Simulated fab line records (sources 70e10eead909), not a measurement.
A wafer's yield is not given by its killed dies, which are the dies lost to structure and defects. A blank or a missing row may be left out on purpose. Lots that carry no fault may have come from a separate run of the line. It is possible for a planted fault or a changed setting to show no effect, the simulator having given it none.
Comparing a struck lot with a sound one -- flow nand harc -- 27 steps out of a route of 1302
Sound: the wafers L384.3, L384.4, L384.5. Wafers L374.3, L374.4, L374.5 were the ones struck. Last of all comes the cause.
Each step with rows lists, per side, the tool, then ch with its chambers, then its first start. Under that, the readings that differ: sound wafers -- struck wafers -- difference of the means -- sigmas: that difference in standard deviations of wafers without a fault.
alike: readings whose means differ by less than 2 such deviations, and words and numbers that are the same on both sides. not compared: withheld readings, readings that some wafer has no value for, bounds like >300 that may hide the same value, and numbers for which the record gives no deviation and whose values overlap.
A row with sigmas, a row that says differs or no value, or rows on one side alone: a step with any of these is where the two part. Numbers that don't overlap but have no deviation are shown without sigmas and don't part them. Lack of a reading on every wafer of one side parts them only where that side has two or more wafers.

NHARC_A_CHANNEL_HOLE_D2_DESCUM_15: chemistry O2, time 3 s.
  sound on rie diel-04 ch 0,1,3, day 18 12:03; struck on rie diel-04 ch 0,1, day 15 10:26
  alike: drypump motor current A, oes product au, rf vpp V, showerhead plenum p Torr, throttle valve pct
  not compared: rf hours counter h
then, 3 steps without rows for these wafers: NHARC_A_CHANNEL_HOLE_D2_ETCH_38 (etches the open film in CF4, target depth 39 nm, time 65 s); NHARC_A_CHANNEL_HOLE_D2_ETCH_39 (etches the open film in N2/H2, target depth 260 nm, time 325 s); NHARC_A_CHANNEL_HOLE_D2_ETCH_34 (etches the open film in CF4/CHF3, target depth 154 nm, time 77 s).
NHARC_A_CHANNEL_HOLE_D2_ETCH_16: etches the open film in O2/COS, target depth 3100 nm, time 806 s.
  sound: rie diel-04 ch 1,2,3; struck: rie diel-04 ch 0,1,2
  alike: bias w, cos flow sccm, drypump motor current A, oes product au, rf vpp V, showerhead plenum p Torr, throttle valve pct
  not compared: rf hours counter h
NHARC_A_CHANNEL_HOLE_D2_CD_MEAS_18:
  struck on cd sem-02, day 15 11:34; sound on cd sem-01, day 18 13:10
  alike: cd nm
then, 4 steps without rows for these wafers: NHARC_A_CHANNEL_HOLE_D2_ETCH_19 (etches the open film in C4F8/O2/Ar, time 34.5 s); NHARC_A_CHANNEL_HOLE_D2_ETCH_20 (etches the open film in C4F8/O2/Ar, time 361.9 s, target depth 1600 nm); NHARC_A_CHANNEL_HOLE_D2_ETCH_21 (etches the open film in C4F8/O2/Ar, time 514.3 s, target depth 1600 nm); NHARC_A_CHANNEL_HOLE_D2_ETCH_22 (etches the open film in C4F8/O2/Ar, time 666.7 s, target depth 1600 nm).
NHARC_A_CHANNEL_HOLE_D2_ETCH_23: etches the open film in C4F8/O2/Ar, time 819 s, target depth 1600 nm.
  sound on har etch-02 ch 0,1, day 18 14:54; struck on har etch-02 ch 0,1, day 15 13:17
reading,sound,struck,difference,sigmas
showerhead plenum p Torr (Torr),3.92 3.92 3.92,3.52 3.59 3.52,-0.38,-3
  alike: drypump motor current A, throttle valve pct
  not compared: rf hours counter h
NHARC_A_CHANNEL_HOLE_D2_ETCH_24: etches the open film in C4F8/O2/Ar, time 906.2 s, target depth 1500 nm.
  sound on har etch-02 ch 0,1, day 18 15:37; struck on har etch-02 ch 0,1, day 15 14:00
reading,sound,struck,difference,sigmas
showerhead plenum p Torr (Torr),3.92 3.92 3.92,3.52 3.59 3.52,-0.38,-3
  alike: drypump motor current A, throttle valve pct
  not compared: rf hours counter h
NHARC_A_CHANNEL_HOLE_D2_ETCH_25: etches the open film in C4F8/O2/Ar, time 1040.2 s, target depth 1500 nm.
  sound on har etch-02 ch 0,1, day 18 16:26; struck on har etch-02 ch 0,1, day 15 14:48
reading,sound,struck,difference,sigmas
showerhead plenum p Torr (Torr),3.92 3.92 3.92,3.52 3.59 3.52,-0.38,-3
  alike: drypump motor current A, throttle valve pct
  not compared: rf hours counter h
NHARC_A_CHANNEL_HOLE_D2_ETCH_26: etches the open film in C4F8/O2/Ar, time 224.1 s, target depth 300 nm.
  sound on har etch-02 ch 0,1, day 18 17:05; struck on har etch-02 ch 0,1, day 15 15:28
reading,sound,struck,difference,sigmas
showerhead plenum p Torr (Torr),3.98 3.98 3.98,3.56 3.63 3.56,-0.40,-2
  alike: drypump motor current A, throttle valve pct
  not compared: rf hours counter h
then, 8 steps without rows for these wafers: NHARC_A_CHANNEL_HOLE_D2_ETCH_27 (etches the open film in C4F8/O2/Ar, time 90 s, target depth 400 nm); NHARC_A_CHANNEL_HOLE_D2_STRIP_41 (strips in N2/H2); NHARC_A_CHANNEL_HOLE_D2_STRIP_42 (strips in CF4/CHF3); NHARC_A_CHANNEL_HOLE_D2_STRIP_43 (strips in O2/COS); NHARC_A_CHANNEL_HOLE_D2_ETCH_44 (etches the open film in CF4/O2, target depth 140 nm, overetch 14 nm, time 77 s); NHARC_A_CHANNEL_HOLE_D2_STRIP_28 (strips in O2); NHARC_A_CHANNEL_HOLE_D2_PRECLEAN_29 (cleans in SC1); NHARC_A_CHANNEL_HOLE_D2_SRD_30.
NHARC_A_CHANNEL_HOLE_D2_CD_MEAS_31:
  struck on cd sem-01, day 15 17:09; sound on cd sem-02, day 18 18:46
  alike: cd nm
following that, these wafers have no rows for 1 step: NHARC_A_CHANNEL_HOLE_D2_XSEM_32.
NHARC_A_CHANNEL_HOLE_D2_INSPECT_40:
  struck on defect inspect-01, day 15 17:20; sound on defect inspect-02, day 18 18:58
reading,sound,struck,difference,sigmas
raw defect count,240 289 323,947 976 881,+651,+7
then, 1 step without rows for these wafers: NHARC_A_CHANNEL_FILL_D2_PRECLEAN_00 (cleans in SC1).
-- the record jumps here: 11 days lie between the struck wafers' starts before and after (it left off in module A_CHANNEL_FILL_D2 and takes up again in module END, whose first step shown is number 1302 of the route) --
NHARC_END_SORT_01:
  sound on prober-01 ch 0, day 30 02:14; struck on prober-02 ch 0, day 26 12:26
reading,sound,struck,difference,sigmas
killed at array,48 52 43,109 97 114,+59,+3
killed dies,56 66 49,112 106 119,+55,+3
  alike: killed at other, killed at periphery, killed open, killed short

== WHERE THEY PART ==
Last at NHARC_END_SORT_01 as far as this record goes, first at NHARC_A_CHANNEL_HOLE_D2_ETCH_23.

WHY: the cause the simulator had injected
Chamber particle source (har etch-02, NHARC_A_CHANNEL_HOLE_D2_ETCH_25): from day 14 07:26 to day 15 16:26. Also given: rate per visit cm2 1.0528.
